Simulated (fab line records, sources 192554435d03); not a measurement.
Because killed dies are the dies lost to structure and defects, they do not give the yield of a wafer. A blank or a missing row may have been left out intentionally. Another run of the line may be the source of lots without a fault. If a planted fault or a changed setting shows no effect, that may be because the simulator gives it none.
A single fault, viewed from 3 desks -- flow n5-finfet -- only its own numbers are on each desk; what lay behind them is given at the end

== DESK OF THE TOOL OWNER: rie-diel-02 ==
The tool's own readings at N5_MOL_CONTACT_COAG_VIA_ETCH_46 (etches SiO2 in C4F6/O2, target depth 46 nm, overetch 9.2 nm, time 40 s): means of the sampled wafers that have a number, for each lot that ran on this tool. Marked OUT: a lot whose mean sits more than 4 standard deviations from the usual mean, which makes it out of limits; the brackets give that distance.
Columns: A = drypump-motor-current-A at N5_MOL_CONTACT_COAG_VIA_ETCH_46, usual 5.8 A; B = oes-product-au at N5_MOL_CONTACT_COAG_VIA_ETCH_46, usual 0.71 a.u.; C = rf-vpp-V at N5_MOL_CONTACT_COAG_VIA_ETCH_46, usual 1591 V; D = showerhead-plenum-p-Torr at N5_MOL_CONTACT_COAG_VIA_ETCH_46, usual 2.88 Torr; E = throttle-valve-pct at N5_MOL_CONTACT_COAG_VIA_ETCH_46, usual 41.1 %
lot,first seen here,A,B,C,D,E
L172,day 6 22:32,6.1,0.71,1584,2.87,41.0
L174,day 7 05:08,5.7,0.73,1590,2.88,41.0
L186,day 10 02:49,5.6,0.68,1571,2.85,41.1
L187,day 10 09:02,5.9,0.72,1582,2.91,41.1
Finding of this desk: none of the 4 lots has anything out of limits.

== THE DEFECT DESK ==
For each lot, the counts of the inspections along the route, averaged over the sampled wafers that have a number. Marked OUT: a lot whose mean sits more than 4 standard deviations from the usual mean, which makes it out of limits; the brackets give that distance.
Columns: A = raw-defect-count at N5_MOL_CONTACT_COAG_INSPECT_57, usual 191
lot,first seen here,A
L172,day 6 21:53,187
L173,day 6 22:50,272
L174,day 7 03:58,186
L186,day 10 02:18,156
L187,day 10 08:26,187
L189,day 10 20:33,223
Finding of this desk: none of the 6 lots has anything out of limits.

== THE METROLOGY DESK ==
What the gauges read for every lot (on any tool): the sampled wafers with a number, averaged. Marked OUT: a lot whose mean sits more than 4 standard deviations from the usual mean, which makes it out of limits; the brackets give that distance. Shown here are 7 of its 11 readings, the ones lying furthest out on some lot.
Columns: A = VG_OVL at N5_MOL_CONTACT_COAG_OVL_MEAS_85, usual -0.2 nm; B = DIBL_N at N5_BEOL_M4_RC_MEAS_101, usual 36.3 mV/V; C = IOFF_P at N5_BEOL_M4_RC_MEAS_101, usual 0.21 nA/um; D = ION_N at N5_BEOL_M4_RC_MEAS_101, usual 675 uA/um; E = SS_N at N5_BEOL_M4_RC_MEAS_101, usual 71.6 mV/dec; F = SS_P at N5_BEOL_M4_RC_MEAS_101, usual 73.2 mV/dec; G = VT_P at N5_BEOL_M4_RC_MEAS_101, usual -251 mV
lot,first seen here,A,B,C,D,E,F,G
L172,day 6 21:50,-1.1,36.1,0.18,670,71.3,72.3,-252
L173,day 6 22:46,-0.6,35.5,0.19,663,71.3,73.1,-250
L174,day 7 03:55,0.6,35.6,0.19,674,71.6,73.0,-252
L186,day 10 02:14,-0.4,37.3,0.21,686,72.2,73.1,-247
L187,day 10 08:22,-0.3,36.6,0.21,676,71.4,73.1,-250
L189,day 10 20:29,0.0,38.5,0.25,675,71.8,73.5,-245
Finding of this desk: none of the 6 lots has anything out of limits.

== PUT TOGETHER ==
Nothing out of limits was seen by the tool owner's desk.
No out-of-limits result turned up at the defect desk.
At the metrology desk, nothing out of limits was observed.

== WHAT THE SIMULATOR HAD PUT IN ==
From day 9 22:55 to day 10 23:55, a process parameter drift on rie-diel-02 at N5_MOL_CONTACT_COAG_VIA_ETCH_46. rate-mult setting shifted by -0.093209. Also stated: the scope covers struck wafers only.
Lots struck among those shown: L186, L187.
